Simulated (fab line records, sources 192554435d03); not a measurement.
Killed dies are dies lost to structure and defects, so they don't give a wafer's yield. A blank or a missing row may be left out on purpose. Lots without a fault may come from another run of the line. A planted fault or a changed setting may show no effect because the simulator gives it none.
Which tool did it? | flow n5_finfet | 12 lots, 36 wafers sampled, at 2 steps of a route of 1938

WHAT THE GAUGES READ, wafer by wafer
N5_BEOL_M15_THK_MEAS_01. Usual: M15_ILD_THK 1631 nm, standard deviation 20.
lot  | measured     | on            | M15_ILD_THK (nm) | flag
L736 | day 12 08:29 | film_metro-01 | 1615 1622 1654   |
L738 | day 12 15:55 | film_metro-02 | 1624 1622 1636   |
L739 | day 12 16:58 | film_metro-01 | 1637 1657 1671   |
L742 | day 13 17:59 | film_metro-01 | 1606 1623 1647   |
L746 | day 16 12:02 | film_metro-01 | 1606 1656 1640   |
L751 | day 16 17:09 | film_metro-02 | 1629 1609 1640   |
L745 | day 17 01:55 | film_metro-02 | 1624 1649 1659   |
L752 | day 17 11:05 | film_metro-02 | 1611 1629 1657   |
L755 | day 18 01:58 | film_metro-02 | 1592 1640 1614   |
L754 | day 18 06:35 | film_metro-02 | 1640 1617 1639   |
L759 | day 18 23:31 | film_metro-01 | 1666 1624 1644   |
L757 | day 18 23:47 | film_metro-02 | 1649 1651 1640   |

N5_BEOL_M15_CD_MEAS_10: target cd 360 nm. Usual: cd_nm 360.0 nm, standard deviation 1.2.
lot  | measured     | on        | cd_nm (nm)        | flag
L736 | day 12 08:47 | cd_sem-01 | 358.8 360.2 360.4 |
L738 | day 12 16:21 | cd_sem-02 | 359.0 358.3 358.6 |
L739 | day 12 17:24 | cd_sem-03 | 359.9 361.2 358.7 |
L742 | day 13 18:25 | cd_sem-01 | 363.2 361.2 360.0 |
L746 | day 16 12:20 | cd_sem-03 | 358.2 358.7 359.5 |
L751 | day 16 17:27 | cd_sem-02 | 361.1 361.7 360.5 |
L745 | day 17 02:21 | cd_sem-01 | 362.7 362.4 360.2 |
L752 | day 17 11:31 | cd_sem-03 | 363.0 360.6 361.9 |
L755 | day 18 02:23 | cd_sem-02 | 357.4 358.6 361.3 |
L754 | day 18 07:01 | cd_sem-03 | 359.6 360.5 358.6 |
L759 | day 18 23:49 | cd_sem-03 | 358.5 359.8 359.1 |
L757 | day 19 00:06 | cd_sem-02 | 359.9 359.7 358.4 |

WHICH TOOL RAN EACH LOT (tool, then ch and the chambers of the sampled wafers, then the start)
The record holds no process step before these readings.

WHAT THE TOOLS THEMSELVES READ (means of the sampled wafers that have a number; where no wafer has one, the mark that the record gives instead)
The record holds no such reading with a usual standard deviation.

THE ANSWER, worked out from the rows above alone
Rule: a lot is off if the mean of its wafers that have a number lies more than 3 standard deviations from the usual mean. A lot without any number at a reading at which 4 lots or more have one is off too. The other lots that the step has rows for count as sound. The gauges are gone through in route order, then the tools' own readings, and for those a lot's mean is taken as printed above. The first step at which some lot is off is used, and at that step the reading that is off furthest; a lot without a number counts as furthest.
No lot is off at any reading shown: from this, nothing can be told.

WHAT THE SIMULATOR HAD PUT IN
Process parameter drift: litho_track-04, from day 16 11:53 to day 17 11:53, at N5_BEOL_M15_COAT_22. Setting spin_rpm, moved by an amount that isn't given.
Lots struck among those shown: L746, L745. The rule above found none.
